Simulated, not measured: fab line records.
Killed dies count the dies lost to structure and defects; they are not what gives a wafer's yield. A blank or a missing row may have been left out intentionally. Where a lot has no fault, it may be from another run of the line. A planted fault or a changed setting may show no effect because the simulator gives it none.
fab line records | flow nand_harc
[record] lots = 6 wafers = 18 last_day = 24
route steps=1159 shown P_CONTACT@249 P_M0@253 END@1159
lots that met no fault: taken from a fault-free run of the same line
start_h: hours from the record's opening day to when the first of the lot's shown wafers began | wait_h: hours elapsed since this lot's preceding step | " unchanged from the row above | L1.1+2: a single row standing in for several wafers | - no value, or no start given | * or withheld: withheld | < > ~ a bound
route shown NAME@n: NAME is a module with steps in the file, n the number in the route of the first one | usual: mean and standard deviation over wafers with no fault | same: alike in all rows | chamber/n: place in a boat | sites: per-site readings | _std_site: the standard deviation of these | _edge_site: inner sites' mean taken away from outer sites' mean | radius_mm: how far each site lies from the wafer's centre | mask NAME#n: copy n | behind: the tool/chamber that last shaped the wafer | hold: why the lot went on hold/how many hours it stayed there/how the hold came to an end | device: the transistor (n, p or np) that didn't switch | end of line: tests of these same wafers at the route's end | a step without rows: its recipe alone | killed: count of dies lost to structure and defects at first sort (not the wafer's yield) | map: a wafer's dies, x killed, . not, _ none there
set.NAME: the setting as run; set.NAME@STEP: as run at that earlier step | model.NAME: the simulator's own value behind a step, which no gauge read
a table for each step, a row for each wafer; lots at some steps of the route
services: when a tool's chamber went out of use (start_h, in hours from the record's first day, below 0 if earlier), for how many hours, and the reason
[[steps]]
[step NHARC_P_CONTACT_CMP_24]
[recipe] t_overpolish_s = 30 target_thk_nm = 200
[usual] motor_current_A = 12.3/1.1 overpolish_run_s = 30.000/0.0096 slurry_flow_ml_min = 150.0/0.51 time_to_endpoint_s = 39.1/2.9
// columns lot.wafer tool chamber start_h wait_h motor_current_A overpolish_run_s slurry_flow_ml_min time_to_endpoint_s
L385.4 cmp-03 3 121.69 0.4 11.6 30.008 150.1 39.1
L385.2 " 1 " " 10.8 29.988 149.5 36.6
L385.3 " 2 " " 14.3 30.008 149.5 43.8
L387.3 cmp-04 2 123.51 0.3 11.4 29.990 150.3 40.5
L387.6 " 1 " " 13.4 30.010 149.5 37.0
L387.5 " 2 " " 11.2 29.996 150.2 41.9
L388.4 cmp-04 3 136.65 0.4 10.5 29.986 150.2 35.2
L388.1 " 1 " " 13.1 29.985 150.7 35.3
L388.6 " 2 " " 11.7 29.987 150.2 41.5
L397.1 cmp-03 3 190.98 0.6 11.4 30.001 150.6 37.5
L397.2 " 1 " " 11.6 30.018 150.8 38.6
L397.6 " 2 " " 15.1 30.001 149.5 43.3
L406.1 cmp-02 3 242.61 0.5 13.1 29.990 150.1 34.5
L406.4 " 0 " " 11.8 29.994 150.8 38.9
L406.5 " 1 " " 11.5 29.995 150.6 37.3
L408.4 cmp-03 3 252.39 0.4 11.7 30.008 149.9 40.0
L408.1 " 0 " " 13.4 30.006 150.0 43.5
L408.6 " 0 " " 13.7 29.988 150.1 41.6
[step NHARC_P_CONTACT_SRD_26]
[step NHARC_P_CONTACT_INSPECT_27]
[usual] raw_defect_count = 291/130
// columns lot.wafer tool chamber start_h wait_h raw_defect_count
L385.2 defect_inspect-02 - 122.09 0.1 258
L385.3 " - " " 172
L385.4 " - " " 265
L387.3 defect_inspect-01 - 123.89 0.1 351
L387.5 " - " " 341
L387.6 " - " " 532
L388.1 defect_inspect-01 - 137.03 0.1 295
L388.4 " - " " 143
L388.6 " - " " 314
L397.1 defect_inspect-02 - 191.35 0.1 332
L397.2 " - " " 310
L397.6 " - " " 240
L406.1 defect_inspect-02 - 242.96 0.1 554
L406.4 " - " " 393
L406.5 " - " " 292
L408.1 defect_inspect-01 - 252.80 0.1 455
L408.4 " - " " 329
L408.6 " - " " 401
[step NHARC_P_M0_DEP_00]
[recipe] target_thk_a = 1500 target_thk_nm = 150 temp_c = withheld pressure_torr = 5 flow_sccm = 200 rf_w = 600 material = SiOC
[step NHARC_P_M0_DEHYDRATE_01]
[recipe] temp_c = 150 time_s = 120
[step NHARC_P_M0_HMDS_02]
[recipe] time_s = 30
[step NHARC_P_M0_COAT_33]
[recipe] temp_c = 200 time_s = 65
[step NHARC_P_M0_COAT_03]
[recipe] spin_rpm = 1500 resist_thk_nm = 90
[step NHARC_P_M0_SOFTBAKE_04]
[recipe] temp_c = 105 time_s = 55
[step NHARC_P_M0_EBR_05]
[step NHARC_P_M0_EXPOSE_06]
[recipe] na = 1.35 target_cd_nm = 90 dose_mj = 81.28 mask_id = P_M0
[step NHARC_P_M0_PEB_07]
[recipe] peb_temp_c = 100 peb_time_s = 65
[usual] heater_power_total_W = 156.6/0.42
// columns lot.wafer tool chamber start_h wait_h heater_power_total_W
L385.2 litho_track-01 0 122.91 0.1 156.9
L385.3 " 0 " " 157.1
L385.4 " 0 " " 156.7
L387.3 litho_track-01 0 124.71 0.0 162.8
L387.5 " 0 " " 157.1
L387.6 " 0 " " 155.9
L388.1 litho_track-01 0 137.99 0.1 162.5
L388.4 " 0 " " 156.7
L388.6 " 0 " " 156.4
L397.1 litho_track-04 0 192.17 0.1 156.0
L397.2 " 0 " " 156.4
L397.6 " 0 " " 156.0
L406.1 litho_track-04 0 243.82 0.1 156.6
L406.4 " 0 " " 157.2
L406.5 " 0 " " 156.0
L408.1 litho_track-04 0 253.50 0.1 157.2
L408.4 " 0 " " 157.2
L408.6 " 0 " " 157.1
[step NHARC_P_M0_DEVELOP_08]
[recipe] develop_time_s = 35 dev_temp_c = 23
[step NHARC_P_M0_CD_MEAS_09]
[recipe] target_cd_nm = 90 landing_energy_ev = 500
[usual] cd_nm = 89.8/0.72
[same] landing_energy_ev = 500
// columns lot.wafer tool chamber start_h wait_h cd_nm
L385.2 cd_sem-02 0 122.99 - 88.9
L385.3 " 0 " " 89.2
L385.4 " 0 " " 89.8
L387.3 cd_sem-03 0 124.79 - 87.4
L387.5 " 0 " " 89.6
L387.6 " 0 " " 90.5
L388.1 cd_sem-03 0 138.07 - 87.6
L388.4 " 0 " " 90.4
L388.6 " 0 " " 89.4
L397.1 cd_sem-01 0 192.25 - 90.1
L397.2 " 0 " " 88.4
L397.6 " 0 " " 89.4
L406.1 cd_sem-01 0 243.89 - 90.7
L406.4 " 0 " " 90.2
L406.5 " 0 " " 89.5
L408.1 cd_sem-02 0 253.58 - 89.8
L408.4 " 0 " " 89.6
L408.6 " 0 " " 90.5
[step NHARC_P_M0_OVL_MEAS_10]
[recipe] pitch_nm = 180
[usual] overlay_x_nm = 0.1/0.86 overlay_y_nm = -0.2/0.78
// columns lot.wafer tool chamber start_h wait_h overlay_x_nm overlay_y_nm
L385.2 overlay-01 - 123.08 - -0.7 -0.9
L385.3 " - " " 0.1 -1.0
L385.4 " - " " -0.2 -1.0
L387.3 overlay-02 - 124.88 - 0.7 -1.2
L387.5 " - " " 0.7 -1.6
L387.6 " - " " 1.3 -1.2
L388.1 overlay-02 - 138.16 - 0.1 0.9
L388.4 " - " " 0.0 0.6
L388.6 " - " " 0.5 0.4
L397.1 overlay-01 - 192.34 - -0.3 1.0
L397.2 " - " " 0.1 1.5
L397.6 " - " " -0.1 1.4
L406.1 overlay-01 - 243.98 - -1.5 -2.0
L406.4 " - " " -1.2 -1.6
L406.5 " - " " -0.8 -1.4
L408.1 overlay-01 - 253.67 - -0.9 0.2
L408.4 " - " " -0.6 0.1
L408.6 " - " " -1.0 0.0
[step NHARC_P_M0_INSPECT_11]
[usual] raw_defect_count = 3.5/2.1
// columns lot.wafer tool chamber start_h wait_h raw_defect_count
L385.2 defect_inspect-02 - 123.12 0.0 5
L385.3 " - " " 4
L385.4 " - " " 1
L387.3 defect_inspect-01 - 124.92 0.0 2
L387.5 " - " " 2
L387.6 " - " " 1
L388.1 defect_inspect-02 - 138.19 0.0 4
L388.4 " - " " 4
L388.6 " - " " 2
L397.1 defect_inspect-02 - 192.38 0.0 6
L397.2 " - " " 3
L397.6 " - " " 6
L406.1 defect_inspect-01 - 244.02 0.0 7
L406.4 " - " " 1
L406.5 " - " " 1
L408.1 defect_inspect-01 - 253.70 0.0 3
L408.4 " - " " 5
L408.6 " - " " 4
[step NHARC_P_M0_DESCUM_14]
[recipe] time_s = 3 o2_flow_sccm = 200 ar_flow_sccm = 0 bias_power_w = 0 chemistry = O2
[usual] chamber_pressure_mTorr = 60.00/0.053 drypump_motor_current_A = 5.5/0.39 oes_product_au = 0.997/0.013 rf_vpp_V = 57.9/0.94 showerhead_plenum_p_Torr = 1.96/0.07 throttle_valve_pct = 11.312/0.0091
// columns lot.wafer tool chamber start_h wait_h chamber_pressure_mTorr drypump_motor_current_A oes_product_au rf_hours_counter_h rf_vpp_V showerhead_plenum_p_Torr throttle_valve_pct model.P_M0.cd_nm
L385.3 rie_diel-01 2 123.18 0.1 60.07 5.2 1.004 10 59.8 2.06 11.305 88.96
L385.2 " 3 " " 60.04 5.9 0.998 9 58.3 2.00 11.302 89.86
L385.4 " 1 " " 59.96 6.2 1.006 10 59.0 1.93 11.331 91.13
L387.3 rie_diel-01 3 124.99 0.1 60.03 5.9 1.013 9 58.0 2.00 11.321 88.1
L387.6 " 1 " " 59.99 6.3 1.009 - 59.1 1.93 11.302 92.05
L387.5 " 2 " " 60.03 5.2 0.992 - 57.9 2.06 11.303 89.32
L388.4 rie_diel-03 0 138.25 0.1 59.94 5.5 1.013 6 58.5 2.00 11.314 91.09
L388.1 " 2 " " 59.99 5.8 0.990 7 58.3 1.95 11.327 88.26
L388.6 " 1 " " 59.98 5.6 1.018 - 57.2 2.05 11.311 89.82
L397.2 rie_diel-08 1 192.44 0.1 60.06 5.4 0.980 4 58.5 1.98 11.307 89.04
L397.1 " 3 " " 59.94 5.1 0.997 3 58.0 1.80 11.306 89.89
L397.6 " 2 " " 60.02 4.9 0.987 - 57.5 1.99 11.324 87.78
L406.1 rie_diel-08 1 244.09 0.1 59.95 5.4 0.976 7 56.4 1.97 11.304 91.26
L406.4 " 2 " " 59.98 4.8 0.991 8 57.9 1.99 11.308 90
L406.5 " 1 " " 60.09 5.4 0.977 - 58.0 1.97 11.316 90.28
L408.1 rie_diel-01 3 253.76 0.1 59.94 5.8 1.003 8 57.5 2.00 11.317 89.14
L408.4 " 2 " " 60.04 5.2 1.006 8 58.4 2.06 11.310 89.18
L408.6 " 0 " " 60.00 6.0 1.002 - 57.7 1.80 11.314 90.78
[step NHARC_P_M0_ETCH_34]
[recipe] target_depth_a = 400 overetch_a = 120 time_s = 43.94 ion_energy_ev = 200 n2_flow_sccm = 150 h2_flow_sccm = 150 ar_flow_sccm = 0 rf_w = 400 bias_w = 150 chemistry = N2/H2
[usual] chamber_pressure_mTorr = 29.997/0.027 drypump_motor_current_A = 5.5/0.4 oes_product_au = 0.997/0.012 rf_vpp_V = 431.9/2.3 showerhead_plenum_p_Torr = 2.09/0.082 throttle_valve_pct = 14.171/0.0078
// columns lot.wafer tool chamber start_h wait_h chamber_pressure_mTorr drypump_motor_current_A oes_product_au rf_hours_counter_h rf_vpp_V showerhead_plenum_p_Torr throttle_valve_pct
L385.4 rie_diel-01 2 123.27 0.1 30.012 5.2 0.997 10 433.4 2.20 14.165
L385.2 " 3 " " 30.012 5.9 1.002 9 432.5 2.13 14.174
L385.3 " 0 " " 30.036 6.0 1.000 9 428.3 1.92 14.160
L387.3 rie_diel-01 3 125.07 0.1 30.024 5.8 1.011 9 433.2 2.13 14.170
L387.6 " 1 " " 29.952 6.2 0.992 - 430.6 2.06 14.167
L387.5 " 2 " " 29.937 5.2 0.989 - 432.7 2.20 14.172
L388.1 rie_diel-03 0 138.35 0.1 30.048 5.4 1.006 6 433.8 2.13 14.171
L388.4 " 2 " " 29.975 5.9 0.984 7 431.1 2.08 14.190
L388.6 " 3 " " 30.004 5.8 0.988 - 431.8 2.11 14.172
L397.1 rie_diel-08 2 192.52 0.1 30.005 4.8 0.993 4 432.6 2.13 14.171
L397.2 " 0 " " 30.008 5.9 0.997 4 432.6 2.07 14.182
L397.6 " 3 " " 30.001 5.1 0.994 - 427.2 1.92 14.157
L406.4 rie_diel-08 3 244.17 0.1 29.997 5.1 1.006 7 427.1 1.91 14.161
L406.1 " 0 " " 29.986 5.8 1.004 8 433.2 2.06 14.177
L406.5 " 0 " " 30.033 5.8 1.013 - 430.9 2.06 14.180
L408.4 rie_diel-01 2 253.86 0.1 29.983 5.2 1.003 8 434.2 2.20 14.173
L408.1 " 3 " " 30.018 5.9 0.995 8 433.3 2.13 14.169
L408.6 " 1 " " 29.963 6.3 0.991 - 431.9 2.05 14.180
[step NHARC_P_M0_ETCH_15]
[recipe] target_depth_a = 1500 overetch_a = 150 time_s = 82.5 c4f8_flow_sccm = withheld ar_flow_sccm = 400 rf_w = 600 bias_w = 300 chemistry = C4F8/Ar
[usual] chamber_pressure_mTorr = 25.001/0.021 oes_product_au = 0.950/0.023 rf_vpp_V = 442.1/2.4
// columns lot.wafer tool chamber start_h wait_h chamber_pressure_mTorr oes_product_au rf_hours_counter_h rf_vpp_V model.P_M0.cd_nm
L385.4 rie_diel-01 3 - - 24.995 0.923 9 442.7 91.14
L385.2 " 1 " " 24.965 0.921 10 441.7 89.62
L385.3 " 2 " " 24.996 0.930 10 445.7 88.54
L387.3 rie_diel-01 0 - - 24.983 0.923 9 434.5 87.53
L387.6 " 3 " " 25.035 0.914 - 443.7 92.14
L387.5 " 0 " " 24.984 0.934 - 437.6 89.45
L388.1 rie_diel-03 0 - - 24.995 0.963 6 442.9 87.79
L388.4 " 1 " " 25.031 0.975 7 444.6 89.78
L388.6 " 0 " " 24.988 0.956 - 443.1 89.38
L397.1 rie_diel-08 0 - - 24.996 0.965 4 441.2 90.76
L397.2 " 1 " " 25.031 0.930 4 443.8 88.36
L397.6 " 3 " " 25.008 0.963 - 437.0 87.97
L406.4 rie_diel-08 3 - - 24.964 0.969 7 437.6 89.91
L406.1 " 1 " " 25.005 0.931 7 443.3 90.79
L406.5 " 2 " " 25.010 0.959 - 443.3 90.15
L408.1 rie_diel-01 2 - - 24.994 0.927 8 445.0 88.22
L408.4 " 0 " " 24.998 0.937 8 438.8 89.29
L408.6 " 2 " " 25.006 0.933 - 445.1 90.59
[step NHARC_P_M0_CD_MEAS_16]
[usual] cd_nm = 90.0/1.1
// columns lot.wafer tool chamber start_h wait_h cd_nm
L385.2 cd_sem-03 - 123.48 - 89.6
L385.3 " - " " 88.3
L385.4 " - " " 91.1
L387.3 cd_sem-02 - 125.29 - 87.4
L387.5 " - " " 89.6
L387.6 " - " " 91.9
L388.1 cd_sem-03 - 138.55 - 88.0
L388.4 " - " " 90.0
L388.6 " - " " 89.1
L397.1 cd_sem-03 - 192.74 - 90.9
L397.2 " - " " 88.5
L397.6 " - " " 87.7
L406.1 cd_sem-02 - 244.38 - 90.9
L406.4 " - " " 90.2
L406.5 " - " " 90.4
L408.1 cd_sem-03 - 254.06 - 88.4
L408.4 " - " " 89.2
L408.6 " - " " 90.6
[step NHARC_END_SORT_01]
[recipe] temp_c = 25
[usual] defect_limited_yield = 96.0/1.3 killed_at_array = 24/8.4 killed_at_other = 0.7/1.1 killed_at_periphery = 2.9/1.7 killed_dies = 27/8.6 killed_open = 3.3/1.8 killed_short = 1.8/1.4 sort_bin_2_pct = 1.3/0.56 sort_bin_3_pct = 0.19/0.18 sort_bin_4_pct = 2.6/0.84 sort_n_pass = 650/8.6 sort_rim_yield_pct = 96.1/2.3 sort_yield_pct = 96.0/1.3
[same] gross_dies = 677 sort_bin_5_pct[%] = 0 sort_bin_6_pct[%] = 0 sort_bin_7_pct[%] = 0 sort_bin_8_pct[%] = 0 sort_rim_n_gross = 106.00
// columns lot.wafer tool chamber start_h wait_h defect_limited_yield[%] killed_at_array killed_at_other killed_at_periphery killed_dies killed_open killed_short sort_bin_2_pct[%] sort_bin_3_pct[%] sort_bin_4_pct[%] sort_n_pass sort_rim_yield_pct[%] sort_yield_pct[%]
L385.2 prober-01 0 456.21 2.8 96.9 19 0 2 21 4 0 1.2 0.15 1.8 656 98.1 96.9
L385.3 prober-01 0 457.00 3.1 97.6 15 0 1 16 1 0 0.9 0.15 1.3 661 95.3 97.6
L385.4 prober-01 0 457.79 3.4 96.6 21 0 2 23 5 1 1.2 0 2.2 654 99.1 96.6
L387.3 prober-01 0 464.76 3.1 97.2 16 2 1 19 3 3 1.2 0 1.6 658 97.2 97.2
L387.5 prober-01 0 466.37 3.7 97.2 14 1 4 19 5 2 0.9 0.15 1.8 658 96.2 97.2
L387.6 prober-01 0 467.18 4.0 97.5 14 2 1 17 3 1 1.0 0.15 1.3 660 96.2 97.5
L388.1 prober-01 0 470.98 2.5 96.3 24 0 1 25 5 3 1.3 0.30 2.1 652 94.3 96.3
L388.4 prober-01 0 473.38 3.4 95.9 24 0 4 28 4 4 1.2 0.15 2.8 649 99.1 95.9
L388.6 prober-01 0 474.97 4.0 96.2 26 0 0 26 4 1 1.0 0 2.8 651 93.4 96.2
L397.1 prober-01 0 523.41 2.5 96.5 16 2 6 24 4 2 0.9 0.15 2.5 653 96.2 96.5
L397.2 prober-01 0 524.22 2.8 98.1 8 2 3 13 1 3 0.3 0.15 1.5 664 98.1 98.1
L397.6 prober-01 0 527.47 4.1 97.3 12 2 4 18 2 1 1.0 0 1.6 659 98.1 97.3
L406.1 prober-01 0 567.27 2.5 97.3 16 0 2 18 2 3 0.6 0 2.1 659 94.3 97.3
L406.4 prober-01 0 569.67 3.4 96.0 26 0 1 27 6 2 0.9 0.30 2.8 650 99.1 96.0
L406.5 prober-01 0 570.46 3.7 96.2 24 0 2 26 4 4 0.7 0.15 3.0 651 95.3 96.2
L408.1 prober-02 0 573.47 2.5 96.0 26 0 1 27 2 2 1.2 0.15 2.7 650 97.2 96.0
L408.4 prober-02 0 575.89 3.4 97.5 13 0 4 17 1 0 1.3 0 1.2 660 93.4 97.5
L408.6 prober-02 0 577.50 4.0 95.6 27 0 3 30 2 1 1.0 0.15 3.2 647 97.2 95.6
// killed by level:class
L385.2 A_SLIT:chamber_film_flake=7 A_STAIRCASE:chamber_film_flake=4 A_CHANNEL_HOLE_D1:chamber_film_flake=3 A_M0:geometric_particle:open=2 P_CONTACT:geometric_particle:open=1 A_CHANNEL_FILL_D1:geometric_particle:open=1 P_STI:chamber_film_flake=1 A_CONTACT:chamber_film_flake=1
L385.3 A_SLIT:chamber_film_flake=10 A_STAIRCASE:chamber_film_flake=2 A_WL_FILL:geometric_particle:open=1 P_STI:chamber_film_flake=1 A_CONTACT:chamber_film_flake=1 A_BONDPAD:chamber_film_flake=1
L385.4 A_SLIT:chamber_film_flake=10 A_CHANNEL_HOLE_D1:chamber_film_flake=3 A_M0:geometric_particle:open=2 A_STAIRCASE:chamber_film_flake=2 P_CONTACT:geometric_particle:open=1 A_STAIRCASE:geometric_particle:short=1 A_CONTACT:geometric_particle:open=1 A_M1:geometric_particle:open=1
L387.3 A_CHANNEL_HOLE_D1:chamber_film_flake=3 A_STAIRCASE:chamber_film_flake=2 A_SGD_CUT:chamber_film_flake=2 A_CONTACT:chamber_film_flake=2 A_M0:chamber_film_flake=2 P_M2:geometric_particle:open=1 A_ONON_D1:geometric_particle:open=1 A_CHANNEL_FILL_D1:geometric_particle:short=1
L387.5 A_SGD_CUT:chamber_film_flake=4 P_M1:geometric_particle:open=2 A_STAIRCASE:chamber_film_flake=2 A_WL_FILL:chamber_film_flake=2 A_CONTACT:chamber_film_flake=2 P_CONTACT:geometric_particle:open=1 P_M1:geometric_particle:short=1 A_CONTACT:geometric_particle:open=1
L387.6 A_CONTACT:chamber_film_flake=4 A_CHANNEL_HOLE_D1:chamber_film_flake=2 A_STAIRCASE:chamber_film_flake=2 A_SGD_CUT:chamber_film_flake=2 THIN_TSV:chamber_film_flake=2 P_CONTACT:geometric_particle:open=1 A_ONON_D1:geometric_particle:short=1 A_STAIRCASE:geometric_particle:open=1
L388.1 A_SLIT:chamber_film_flake=6 A_BLC:chamber_film_flake=5 A_SGD_CUT:geometric_particle:open=2 A_WL_FILL:geometric_particle:short=2 A_ZERO_WELL:chamber_film_flake=2 A_CONTACT:chamber_film_flake=2 A_CHANNEL_HOLE_D1:geometric_particle:short=1 A_CHANNEL_FILL_D1:geometric_particle:open=1
L388.4 A_SLIT:chamber_film_flake=8 A_CHANNEL_FILL_D1:geometric_particle:short=3 A_STAIRCASE:chamber_film_flake=3 A_CONTACT:chamber_film_flake=3 P_CONTACT:geometric_particle:open=2 A_CHANNEL_HOLE_D1:chamber_film_flake=2 A_BLC:chamber_film_flake=2 A_CONTACT:geometric_particle:short=1
L388.6 A_SLIT:chamber_film_flake=8 A_BLC:chamber_film_flake=5 A_CONTACT:chamber_film_flake=3 A_CONTACT:geometric_particle:open=2 A_CHANNEL_HOLE_D1:chamber_film_flake=2 A_STAIRCASE:chamber_film_flake=2 A_CHANNEL_HOLE_D1:geometric_particle:open=1 A_BLC:geometric_particle:open=1
L397.1 A_CONTACT:chamber_film_flake=5 P_GATE:chamber_film_flake=4 A_CHANNEL_HOLE_D1:chamber_film_flake=4 THIN_TSV:chamber_film_flake=2 P_GATE:geometric_particle:open=1 P_M1:geometric_particle:open=1 A_SGD_CUT:geometric_particle:short=1 A_SGD_CUT:geometric_particle:open=1
L397.2 A_CONTACT:chamber_film_flake=5 P_STI:geometric_particle:short=2 THIN_TSV:chamber_film_flake=2 P_CONTACT:geometric_particle:open=1 A_M1:geometric_particle:short=1 A_CHANNEL_HOLE_D1:chamber_film_flake=1 A_STAIRCASE:chamber_film_flake=1
L397.6 A_CHANNEL_HOLE_D1:chamber_film_flake=5 P_GATE:chamber_film_flake=3 A_CONTACT:chamber_film_flake=3 A_STAIRCASE:chamber_film_flake=2 P_CONTACT:geometric_particle:open=1 A_CHANNEL_FILL_D1:geometric_particle:short=1 A_CHANNEL_FILL_D1:geometric_particle:open=1 THIN_TSV:chamber_film_flake=1
L406.1 A_CONTACT:chamber_film_flake=6 A_CHANNEL_HOLE_D1:chamber_film_flake=4 A_ONON_D1:geometric_particle:short=2 A_CONTACT:geometric_particle:open=2 P_GATE:chamber_film_flake=2 A_CONTACT:geometric_particle:short=1 A_STAIRCASE:chamber_film_flake=1
L406.4 A_CONTACT:chamber_film_flake=10 A_CHANNEL_HOLE_D1:chamber_film_flake=4 A_STAIRCASE:chamber_film_flake=3 A_CHANNEL_FILL_D1:geometric_particle:open=2 A_ONON_D1:geometric_particle:open=1 A_SGD_CUT:geometric_particle:short=1 A_SLIT:geometric_particle:short=1 A_WL_FILL:geometric_particle:open=1
L406.5 A_STAIRCASE:chamber_film_flake=8 A_CHANNEL_HOLE_D1:chamber_film_flake=5 A_CONTACT:chamber_film_flake=4 P_M0:geometric_particle:short=2 A_M0:geometric_particle:open=2 A_ONON_D1:geometric_particle:open=1 A_ONON_D1:geometric_particle:short=1 A_CHANNEL_FILL_D1:geometric_particle:open=1
L408.1 A_CHANNEL_HOLE_D1:chamber_film_flake=10 A_CONTACT:chamber_film_flake=7 A_CHANNEL_FILL_D1:chamber_film_flake=2 A_STAIRCASE:chamber_film_flake=2 A_ONON_D1:geometric_particle:open=1 A_CONTACT:geometric_particle:open=1 A_BLC:geometric_particle:short=1 A_M0:geometric_particle:short=1
L408.4 A_CHANNEL_HOLE_D1:chamber_film_flake=8 P_ZERO_WELL:chamber_film_flake=3 A_CONTACT:chamber_film_flake=2 P_GATE:geometric_particle:open=1 A_CHANNEL_FILL_D1:chamber_film_flake=1 A_STAIRCASE:chamber_film_flake=1 A_SLIT:chamber_film_flake=1
L408.6 A_CHANNEL_HOLE_D1:chamber_film_flake=12 A_CONTACT:chamber_film_flake=6 A_STAIRCASE:chamber_film_flake=3 A_SLIT:chamber_film_flake=3 P_ZERO_WELL:chamber_film_flake=2 P_M0:geometric_particle:open=1 A_SGD_CUT:geometric_particle:short=1 A_CONTACT:geometric_particle:open=1
[[services]]
// columns tool chamber start_h hours kind
cmp-04 - 105.01 4.0 pm
cmp-02 - 107.81 0.3 repair
rie_diel-08 0 108.26 11.1 repair
cmp-02 - 110.71 1.6 repair
rie_diel-08 3 113.28 4.1 repair
rie_diel-01 0 116.80 - clean
rie_diel-08 - 124.80 9.0 pm
rie_diel-03 0 132.94 2.5 repair
rie_diel-01 - 137.80 9.0 pm
litho_track-04 - 141.00 7.0 pm
cmp-03 - 156.11 4.0 pm
cmp-03 - 171.35 2.6 repair
cmp-02 - 173.01 4.0 pm
cmp-04 - 198.58 2.2 repair
cmp-04 - 202.03 1.2 repair
cmp-02 - 204.55 1.7 repair
rie_diel-01 1 209.32 3.8 repair
rie_diel-03 - 215.30 9.0 pm
cmp-03 - 216.21 0.3 repair
cmp-03 - 223.91 0.5 repair
cmp-04 - 225.27 1.4 repair
rie_diel-03 - 234.95 1.7 repair
cmp-03 - 238.10 1.6 repair
cmp-03 - 253.79 0.4 repair
[[key]]
[first_sign] step = NHARC_P_M0_PEB_07 reading = heater_power_total_W direction = up sigmas = 14 usual = * struck = *
[effect] step = NHARC_P_M0_CD_MEAS_09 reading = cd_nm direction = down sigmas = 3.1 usual = 89.8 struck = 87.5
[model_effect] step = NHARC_P_M0_DESCUM_14 value = P_M0.cd_nm without = 90.49 struck = 88.18
[model_effect] step = NHARC_P_M0_ETCH_15 value = P_M0.cd_nm without = 89.97 struck = 87.66
met_at NHARC_P_M0_PEB_07
struck_wafers L387.3,L388.1
onset_between 122.91 124.71
[fault] kind = process_parameter_drift tool = litho_track-01 chamber = - onset_h = 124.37 steps = NHARC_P_M0_PEB_07 channel = peb_time_s offset = * shape = step end_h = 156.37 scope = struck_wafers_only acts_in = * stated = *
